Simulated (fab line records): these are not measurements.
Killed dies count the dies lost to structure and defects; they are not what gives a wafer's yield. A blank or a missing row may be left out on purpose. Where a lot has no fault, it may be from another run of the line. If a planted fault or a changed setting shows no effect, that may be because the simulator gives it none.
Comparing a struck lot with a sound one :: flow nand harc :: 14 out of 1302 route steps
Sound: wafers L236.1, L236.3, L236.6. Struck: wafer L248.1 (L248.3, L248.5, from the same lot, were not struck and are left out); the cause is given at the end.
Per side, at each step with rows, come the tool, then ch with its chambers, and then its first start. Under that, the readings that differ: sound wafers :: struck wafers :: difference of the means :: sigmas: that difference in standard deviations of wafers without a fault.
alike: readings whose means differ by less than 2 such deviations, and words and numbers that are the same on both sides. not compared: withheld readings, readings that some wafer has no value for, bounds like >300 that may hide the same value, and numbers for which the record gives no deviation and whose values overlap.
The two part at a step that has a row with sigmas, a row that says differs or no value, or rows on one side only. When numbers do not overlap yet have no deviation, they are printed without sigmas and do not part them. A reading that every wafer of one side lacks parts them only if that side has two wafers or more.

first, 8 steps without rows for these wafers: NHARC_A_SGD_CUT_COAT_56 (time 75 s); NHARC_A_SGD_CUT_COAT_57 (time 65 s); NHARC_A_SGD_CUT_COAT_03 (resist thk 90 nm); NHARC_A_SGD_CUT_SOFTBAKE_04 (time 55 s); NHARC_A_SGD_CUT_EBR_05; NHARC_A_SGD_CUT_EXPOSE_06 (exposes mask SGD); NHARC_A_SGD_CUT_PEB_07 (peb time 65 s); NHARC_A_SGD_CUT_DEVELOP_08 (develop time 35 s).
NHARC_A_SGD_CUT_CD_MEAS_09: target cd 100 nm.
  sound on cd sem-03 ch 0, day 19 23:52; struck on cd sem-03 ch 0, day 26 08:07
  alike: cd nm
NHARC_A_SGD_CUT_OVL_MEAS_10:
  sound on overlay-02, day 19 23:58; struck on overlay-02, day 26 08:11
  alike: overlay x nm, overlay y nm
NHARC_A_SGD_CUT_INSPECT_11:
  sound on defect inspect-02, day 20 00:00; struck on defect inspect-02, day 26 08:14
  alike: raw defect count
NHARC_A_SGD_CUT_DESCUM_14: chemistry O2, time 3 s.
  sound on rie diel-12 ch 0,2,3, day 20 00:04; struck on rie diel-01 ch 2, day 26 08:17
reading: rf vpp V (V)
sound: 58.7 60.4 58.8
struck: 57.5
difference: -1.8
sigmas: -2
  alike: drypump motor current A, oes product au, showerhead plenum p Torr, throttle valve pct
  not compared: rf hours counter h
NHARC_A_SGD_CUT_ETCH_58: etches the open film in CF4, target depth 39 nm, time 65 s.
  sound on rie diel-12 ch 1,2, day 20 00:08; struck on rie diel-01 ch 0, day 26 08:23
reading: run length s (s)
sound: 85.5 85.9 86.1
struck: 69.4
difference: -16.4
sigmas: -36
  alike: drypump motor current A, oes product au, rf vpp V, showerhead plenum p Torr, throttle valve pct
  not compared: rf hours counter h
NHARC_A_SGD_CUT_ETCH_59: etches the open film in N2/H2, target depth 260 nm, time 406.25 s.
  sound on rie diel-12 ch 0,2,3; struck on rie diel-01 ch 3
reading: rf vpp V (V)
sound: 435.7 435.7 434.0
struck: 428.4
difference: -6.7
sigmas: -3

reading: showerhead plenum p Torr (Torr)
sound: 2.20 2.18 2.09
struck: 1.98
difference: -0.18
sigmas: -2
  alike: drypump motor current A, oes product au, run length s, throttle valve pct
  not compared: rf hours counter h

## WHERE THEY PART
First at NHARC_A_SGD_CUT_DESCUM_14; last, within this record, at NHARC_A_SGD_CUT_ETCH_59.

WHY: what the simulator had put in
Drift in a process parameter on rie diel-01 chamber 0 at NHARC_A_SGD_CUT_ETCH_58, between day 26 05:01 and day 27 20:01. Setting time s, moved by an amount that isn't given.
